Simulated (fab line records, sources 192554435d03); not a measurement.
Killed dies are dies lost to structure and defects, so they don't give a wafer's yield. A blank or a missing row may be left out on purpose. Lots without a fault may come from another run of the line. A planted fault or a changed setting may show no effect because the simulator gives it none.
Chamber matching | flow n5_finfet | N5_HKMG_FIN_ETCH_54 on rie_diel-05: 4 sister chambers
The step etches SiARC in CF4, target depth 45.5 nm, time 75.8 s. 14 wafers are shown with their chamber, then 7 later ones without.

WAFERS WITH THEIR CHAMBER
wafer  | chamber | drypump_motor_current_A (A) | showerhead_plenum_p_Torr (Torr) | etch_rf_on_time_s (s)
L488.1 | 0       | 5.2                         | 2.21                            | 76.9
L488.3 | 2       | 6.3                         | 2.14                            | 76.4
L488.4 | 3       | 5.3                         | 2.14                            | 78.2
L490.3 | 0       | 5.2                         | 2.21                            | 77.3
L490.4 | 1       | 6.2                         | 2.11                            | 74.8
L490.6 | 1       | 6.2                         | 2.11                            | 74.8
L491.2 | 1       | 6.1                         | 2.11                            | 75.0
L491.4 | 3       | 5.4                         | 2.13                            | 77.6
L491.5 | 0       | 5.2                         | 2.20                            | 77.5
L492.2 | 1       | 6.1                         | 2.11                            | 75.8
L492.3 | 2       | 6.3                         | 2.14                            | 78.3
L492.6 | 2       | 6.3                         | 2.14                            | 77.4
L496.1 | 0       | 5.2                         | 2.20                            | 77.9
L496.2 | 2       | 6.3                         | 2.14                            | 76.9

SIGNATURES (means of the wafers above)
reading                  | chamber 0 | chamber 1 | chamber 2 | chamber 3 | scatter within a chamber
drypump_motor_current_A  | 5.200     | 6.150     | 6.300     | 5.350     | 0.0387
showerhead_plenum_p_Torr | 2.2050    | 2.1100    | 2.1400    | 2.1350    | 0.00387
etch_rf_on_time_s        | 77.400    | 75.100    | 77.250    | 77.900    | 0.579
Rule: a wafer's distance from a chamber is the root of the sum, over the readings, of the square of ((its reading less the chamber's mean) divided by the reading's scatter). The wafer belongs to the nearest chamber; if the next one is less than 2 further off, it can't be placed. The scatter: the root of (the sum of the squares of (reading less its chamber's mean) over the shown wafers, divided by (wafers less chambers)).

WAFERS WITHOUT THEIR CHAMBER
wafer  | drypump_motor_current_A (A) | showerhead_plenum_p_Torr (Torr) | etch_rf_on_time_s (s)
L496.3 | 6.1                         | 2.11                            | 75.5
L497.2 | 5.2                         | 2.20                            | 77.4
L497.3 | 6.3                         | 2.14                            | 77.4
L497.6 | 5.3                         | 2.13                            | 77.6
L498.1 | 5.2                         | 2.20                            | 77.2
L498.2 | 5.4                         | 2.13                            | 76.7
L498.6 | 5.4                         | 2.13                            | 76.5

WHICH CHAMBER EACH WENT THROUGH
wafer  | from the rows above | in truth
L496.3 | 1                   | 1
L497.2 | 0                   | 0
L497.3 | 2                   | 2
L497.6 | 3                   | 3
L498.1 | 0                   | 0
L498.2 | 3                   | 3
L498.6 | 3                   | 3
Placed correctly: 7 of 7. Can't be placed from these rows: 0. Placed wrongly: 0.
